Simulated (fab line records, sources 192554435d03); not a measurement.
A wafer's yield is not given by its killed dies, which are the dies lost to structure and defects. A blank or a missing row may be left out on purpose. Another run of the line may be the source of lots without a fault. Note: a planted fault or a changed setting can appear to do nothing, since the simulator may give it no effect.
Chamber matching | flow n5_finfet | N5_BEOL_M8_CURE_74 on uv_cure-02 has 3 sister chambers
The step cures SiCOH lowk, time 240 s. 33 wafers are shown with their chamber, then 12 later ones without.

WAFERS, EACH WITH ITS CHAMBER
wafer  | chamber | wafer_temp_C_max | lamp_power_pct (%)
L077.1 | 2       | 387.0            | 52.27
L077.3 | 2       | 386.7            | 52.33
L077.5 | 2       | 387.3            | 52.31
L077.2 | 2       | 386.4            | 52.34
L077.4 | 2       | 387.1            | 52.45
L077.6 | 2       | 386.4            | 52.33
L074.1 | 2       | 386.2            | 52.32
L074.3 | 2       | 386.2            | 52.37
L074.5 | 2       | 387.1            | 52.29
L074.2 | 2       | 386.8            | 52.29
L074.4 | 2       | 386.8            | 52.33
L074.6 | 2       | 386.8            | 52.31
L079.1 | 0       | 388.0            | 52.37
L079.2 | 0       | 387.9            | 52.36
L079.3 | 0       | 387.3            | 52.34
L079.4 | 0       | 387.6            | 52.29
L079.5 | 0       | 386.9            | 52.24
L079.6 | 0       | 387.0            | 52.40
L080.2 | 1       | 386.5            | 52.29
L080.3 | 1       | 386.3            | 52.21
L080.6 | 1       | 387.2            | 52.28
L086.2 | 1       | 386.3            | 52.29
L086.4 | 1       | 386.7            | 52.34
L086.5 | 1       | 386.5            | 52.41
L087.1 | 1       | 386.7            | 52.43
L087.5 | 1       | 386.6            | 52.22
L087.6 | 1       | 385.9            | 52.32
L087.2 | 1       | 387.2            | 52.39
L087.3 | 1       | 386.8            | 52.45
L087.4 | 1       | 386.5            | 52.40
L088.1 | 0       | 386.9            | 52.38
L088.2 | 0       | 386.9            | 52.44
L088.3 | 0       | 387.3            | 52.33

SIGNATURES (means of the wafers above)
reading          | chamber 0 | chamber 1 | chamber 2 | scatter within a chamber
wafer_temp_C_max | 387.311   | 386.600   | 386.733   | 0.385
lamp_power_pct   | 52.3500   | 52.3358   | 52.3283   | 0.0641
Rule: a wafer's distance from a chamber is the root of the sum, over the readings, of the square of ((its reading less the chamber's mean) divided by the reading's scatter). If the next closest chamber is less than 2 further off than the closest, the wafer can't be placed; otherwise it belongs to the closest. The scatter: take each reading less its chamber's mean, square it, sum over the shown wafers, divide by the number of wafers less the number of chambers, and take the root.

WAFERS WHOSE CHAMBER IS MISSING
wafer  | wafer_temp_C_max | lamp_power_pct (%)
L088.4 | 386.7            | 52.35
L088.5 | 386.7            | 52.29
L088.6 | 387.5            | 52.27
L093.2 | 387.0            | 52.35
L093.3 | 387.1            | 52.27
L093.6 | 386.8            | 52.35
L095.2 | 386.1            | 52.31
L095.4 | 387.3            | 52.25
L095.5 | 386.7            | 52.30
L097.3 | 387.2            | 52.37
L097.4 | 386.9            | 52.26
L097.6 | 386.6            | 52.32

WHICH CHAMBER EACH WENT THROUGH
wafer  | from the rows above          | in truth
L088.4 | can't be placed: 1 or 2 or 0 | 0
L088.5 | can't be placed: 2 or 1 or 0 | 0
L088.6 | can't be placed: 0 or 2 or 1 | 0
L093.2 | can't be placed: 2 or 0 or 1 | 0
L093.3 | can't be placed: 2 or 0 or 1 | 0
L093.6 | can't be placed: 2 or 1 or 0 | 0
L095.2 | can't be placed: 1 or 2 or 0 | 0
L095.4 | can't be placed: 0 or 2 or 1 | 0
L095.5 | can't be placed: 2 or 1 or 0 | 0
L097.3 | can't be placed: 0 or 2 or 1 | 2
L097.4 | can't be placed: 2 or 1 or 0 | 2
L097.6 | can't be placed: 1 or 2 or 0 | 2
Correct placement for 0 of the 12. Not placeable from these rows: 12 (in 12, the candidates include the true chamber). Wrongly placed: 0.
